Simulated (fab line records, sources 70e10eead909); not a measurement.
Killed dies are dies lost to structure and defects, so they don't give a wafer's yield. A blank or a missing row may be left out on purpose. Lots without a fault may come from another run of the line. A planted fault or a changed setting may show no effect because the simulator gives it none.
Chamber matching | flow nand_harc | NHARC_A_STAIRCASE_ALD_420 on ald_hk-04: 4 sister chambers
The step deposits SiO2, target thk 20 nm, pulse time 6 s, ald cycles 200. 8 wafers are shown with their chamber, then 9 later ones without.

WAFERS WITH THEIR CHAMBER
wafer  | chamber | heater_power_w (W) | precursor_pulse_height_rel
L083.3 | 0       | 529                | 1.000
L083.6 | 3       | 411                | 1.001
L087.2 | 3       | 413                | 1.035
L087.3 | 0       | 532                | 1.002
L087.4 | 2       | 542                | 0.986
L088.2 | 2       | 559                | 1.048
L088.3 | 1       | 518                | 0.960
L088.5 | 1       | 522                | 1.000

WAFERS WITHOUT THEIR CHAMBER
wafer  | heater_power_w (W) | precursor_pulse_height_rel
L091.1 | 551                | 0.969
L091.3 | 420                | 0.998
L091.5 | 424                | 1.026
L092.1 | 420                | 1.007
L092.3 | 550                | 1.016
L092.5 | 541                | 1.038
L096.1 | 566                | 0.983
L096.3 | 535                | 1.016
L096.6 | 528                | 0.967

WHICH CHAMBER EACH WENT THROUGH
wafer  | from the rows above          | in truth
L091.1 | can't be placed: 2 or 0      | 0
L091.3 | 3                            | 3
L091.5 | 3                            | 3
L092.1 | 3                            | 3
L092.3 | 2                            | 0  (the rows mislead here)
L092.5 | can't be placed: 2 or 0      | 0
L096.1 | 2                            | 2
L096.3 | can't be placed: 0 or 2 or 1 | 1
L096.6 | can't be placed: 0 or 1      | 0
Placed correctly: 4 of 9. Can't be placed from these rows: 4 (the true chamber is among the candidates in 4). Placed wrongly: 1.
How it was worked out, from the rows above alone: a wafer's distance from a chamber is the root of the sum, over the readings, of the square of ((its reading less the chamber's mean) divided by the reading's scatter). The wafer belongs to the nearest chamber; if the next one is less than 2 further off, it can't be placed. A chamber's mean is the mean of its shown wafers. The scatter: the root of (the sum of the squares of (reading less its chamber's mean) over the shown wafers, divided by (wafers less chambers)).
